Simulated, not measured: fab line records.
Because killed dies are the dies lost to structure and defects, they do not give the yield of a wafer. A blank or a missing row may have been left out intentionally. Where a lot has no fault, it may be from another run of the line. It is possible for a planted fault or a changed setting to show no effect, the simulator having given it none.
A lot that was struck, set against a sound lot | flow n5_finfet | 16 out of 1938 route steps
Sound: wafers L100.2, L100.4, L100.5. The struck wafers were L113.1, L113.2, L113.4. At the end, the cause is stated.
At each step with rows: each side's tool, then ch and its chambers, then its first start. Under that, the readings that differ: sound wafers | struck wafers | difference of the means | sigmas: that difference in standard deviations of wafers without a fault.
alike: a reading whose means differ by less than 2 such deviations, as well as words and numbers matching on both sides. not compared: withheld readings; readings where some wafer has no value; bounds like >300 that might hide an equal value; numbers whose values overlap and for which the record gives no deviation.
A row with sigmas, a row that says differs or no value, or rows on one side alone: a step with any of these is where the two part. Numbers that don't overlap but have no deviation are shown without sigmas and don't part them. A reading that every wafer of one side lacks parts them only if that side has two wafers or more.

first, 6 steps without rows for these wafers: N5_PMOS_HMC_CHANNEL_EPI_COAT_03 (resist thk 205 nm); N5_PMOS_HMC_CHANNEL_EPI_EBR_05; N5_PMOS_HMC_CHANNEL_EPI_SOFTBAKE_04 (time 60 s); N5_PMOS_HMC_CHANNEL_EPI_EXPOSE_06 (exposes mask PMOS HMC BLK, target cd 240 nm); N5_PMOS_HMC_CHANNEL_EPI_PEB_07 (peb time 60 s); N5_PMOS_HMC_CHANNEL_EPI_DEVELOP_08 (develop time 30 s).
N5_PMOS_HMC_CHANNEL_EPI_CD_MEAS_09: the cd target is 237.4 nm.
  sound on cd_sem-02 ch 0, day 1 23:07; struck on cd_sem-01 ch 0, day 5 05:09
  alike: cd_nm
N5_PMOS_HMC_CHANNEL_EPI_OVL_MEAS_10:
  sound on overlay-01 ch 0, day 1 23:09; struck on overlay-02 ch 0, day 5 05:11
  alike: PMOS_HMC_BLK_OVL
N5_PMOS_HMC_CHANNEL_EPI_INSPECT_11: inspects for defects (macro).
  sound on defect_inspect-01 at day 1 23:10; struck on defect_inspect-01 at day 5 05:12
  alike: raw_defect_count
N5_PMOS_HMC_CHANNEL_EPI_DESCUM_14: chemistry O2, time 7.9 s.
  sound on rie_diel-06 ch 0,1, day 1 23:13; struck on rie_diel-03 ch 0,2,3, day 5 05:14
  alike: drypump_motor_current_A, oes_product_au, rf_vpp_V, showerhead_plenum_p_Torr, throttle_valve_pct
  not compared: rf_hours_counter_h
N5_PMOS_HMC_CHANNEL_EPI_ETCH_32: etches BARC in N2/H2, stops on SiO2, target depth 85.8 nm, time 50.3 s.
  sound on rie_diel-06 ch 0,1, day 1 23:15; struck on rie_diel-03 ch 0,2,3, day 5 05:16
  alike: drypump_motor_current_A, n2_flow_sccm, oes_product_au, rf_vpp_V, showerhead_plenum_p_Torr, throttle_valve_pct
  not compared: rf_hours_counter_h
N5_PMOS_HMC_CHANNEL_EPI_HM_OPEN_15: chemistry CHF3/O2, target SiO2, target depth 40.6 nm, time 20.3 s.
  sound on rie_diel-06 ch 0,1, day 1 23:17; struck on rie_diel-03 ch 0,2,3, day 5 05:19
  alike: drypump_motor_current_A, mfc_ar_sccm, oes_product_au, rf_vpp_V, showerhead_plenum_p_Torr, throttle_valve_pct
  not compared: rf_hours_counter_h
N5_PMOS_HMC_CHANNEL_EPI_STRIP_33: strips in N2/H2.
  sound on rie_diel-06 ch 0,1, day 1 23:21; struck on rie_diel-03 ch 0,2,3, day 5 05:22
  no value came back on the struck wafers for any of 8 readings (bias_power_w (W), chamber_pressure_mTorr (mTorr) and others); on the sound wafers bias_power_w (W) reads 7.996 8.017 7.996
  reading                                                         | sound | struck            | difference | sigmas
  model.CAR-ArF-block_of_PMOS_HMC_CHANNEL_EPI_COAT_03.thk_nm (nm) | 0 0 0 | 80.65 88.24 89.95 | +86.28     |
  model.BARC_of_PMOS_HMC_CHANNEL_EPI_COAT_31.thk_nm (nm)          | 0 0 0 | 65.79 65.86 66.02 | +65.89     |
  not compared: rf_hours_counter_h
then, 1 step without rows for these wafers: N5_PMOS_HMC_CHANNEL_EPI_STRIP_17 (strips in SPM, time 750 s).
-- record jumps: 9 days separate the struck wafers' starts on either side; left off in module PMOS_HMC_CHANNEL_EPI, taken up again in module BEOL_M4, whose first shown step is the route's number 1111 --
N5_BEOL_M4_RC_MEAS_101:
  sound on prober-02 ch 0, day 10 12:13; struck on prober-02 ch 0, day 14 04:02
  alike: DIBL_N, DIBL_P, IOFF_N, IOFF_P, ION_N, ION_P, SS_N, SS_P, VT_N, VT_P
-- the record jumps here: 5 days lie between the struck wafers' starts before and after (it left off in module BEOL_M4 and takes up again in module PASSIVATION, whose first step shown is number 1936 of the route) --
N5_PASSIVATION_PROBE_49:
  rows exist in the record for the struck wafers here (prober-01, day 18 18:19), but not for the sound ones

## WHERE THEY PART
At N5_PMOS_HMC_CHANNEL_EPI_STRIP_33 first; at N5_PASSIVATION_PROBE_49 last (within this record only).

WHY: what had been put in by the simulator
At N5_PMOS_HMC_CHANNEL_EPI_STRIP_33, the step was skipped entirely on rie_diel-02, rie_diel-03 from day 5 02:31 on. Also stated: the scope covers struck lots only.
